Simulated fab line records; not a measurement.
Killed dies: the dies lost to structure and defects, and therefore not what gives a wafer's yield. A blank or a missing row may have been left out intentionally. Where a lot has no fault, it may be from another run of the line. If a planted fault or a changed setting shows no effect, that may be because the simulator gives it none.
2 desks looking at one fault    flow n5 finfet    each desk has only its own numbers; what lay behind them comes last

TOOL OWNER'S DESK, litho track-01
The tool's own readings at N5_BEOL_M2_COAT_73 (time 60 s, resist thk 5 nm): means of the sampled wafers that have a number, for each lot that ran on this tool. Marked OUT: a lot whose mean sits more than 4 standard deviations from the usual mean, which makes it out of limits; the brackets give that distance.
Columns: A = chill plate temp C at N5_BEOL_M2_COAT_73, usual 22.97 C; B = heater power total W at N5_BEOL_M2_COAT_73, usual 391.8 W; C = plate temp C at N5_BEOL_M2_COAT_73, usual 205.00 C
lot   first seen here  A      B                 C
L235  day 6 20:51      23.07  391.6             205.04
L237  day 7 07:38      22.96  389.9             205.07
L236  day 7 09:34      23.07  381.1 (-7.6) OUT  200.08 (-29) OUT
L242  day 8 05:30      22.97  380.6 (-8.0) OUT  200.07 (-29) OUT
L244  day 9 00:07      23.10  379.8 (-8.6) OUT  199.90 (-30) OUT
L258  day 12 11:56     23.02  391.5             204.85
Finding of this desk: L236, L242, L244 out of limits; the first was L236 at day 7 09:34, on heater power total W at N5_BEOL_M2_COAT_73. In limits: L235, L237, L258.

THE METROLOGY DESK
What the gauges read for every lot (on any tool): the sampled wafers with a number, averaged. Marked OUT: a lot whose mean sits more than 4 standard deviations from the usual mean, which makes it out of limits; the brackets give that distance. Only the readings that lie furthest out on some lot appear, 7 of the 11 it has.
Columns: A = M2_ILD_THK at N5_BEOL_M2_THK_MEAS_01, usual 79.5 nm; B = DIBL_N at N5_BEOL_M4_RC_MEAS_101, usual 36.9 mV/V; C = IOFF_P at N5_BEOL_M4_RC_MEAS_101, usual 0.22 nA/um; D = ION_P at N5_BEOL_M4_RC_MEAS_101, usual 461 uA/um; E = SS_P at N5_BEOL_M4_RC_MEAS_101, usual 73.4 mV/dec; F = VT_N at N5_BEOL_M4_RC_MEAS_101, usual 249 mV; G = VT_P at N5_BEOL_M4_RC_MEAS_101, usual -250 mV
lot   first seen here  A     B     C     D    E     F    G
L235  day 6 19:35      79.0  35.9  0.19  456  73.0  252  -252
L237  day 7 07:23      79.5  36.6  0.17  452  73.4  250  -256
L236  day 7 07:25      79.6  36.9  0.20  457  73.5  250  -251
L242  day 8 04:22      79.7  36.3  0.23  466  73.4  248  -247
L243  day 8 10:57      80.2  38.0  0.22  458  73.2  247  -250
L244  day 8 23:28      80.2  34.9  0.21  460  72.4  252  -250
L247  day 9 22:13      78.4  36.3  0.23  467  73.2  250  -247
L251  day 10 09:03     79.9  37.1  0.19  455  72.8  250  -252
L253  day 11 05:02     80.8  36.1  0.25  470  73.0  249  -245
L254  day 11 05:24     79.2  37.2  0.26  466  73.6  248  -245
L258  day 12 11:08     79.7  38.8  0.24  462  73.9  251  -248
This desk's verdict: no lot among the 11 shows anything out of limits.

PUT TOGETHER
The tool owner's desk had the chance to raise an alarm at day 7 09:34 on L236, L242, L244.
Nothing out of limits was seen by the metrology desk.
The metrology desk has L236, L242, L244 on record, within its limits.
On litho track-01, each named lot ran N5_BEOL_M2_COAT_73.

WHAT THE SIMULATOR HAD PUT IN
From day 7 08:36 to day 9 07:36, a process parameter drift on litho track-01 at N5_BEOL_M2_COAT_73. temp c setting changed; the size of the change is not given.
Shown lots that were struck: L236, L242, L244.
Each desk's first reading out of limits, in hours after the fault started: the tool owner's desk, 1.
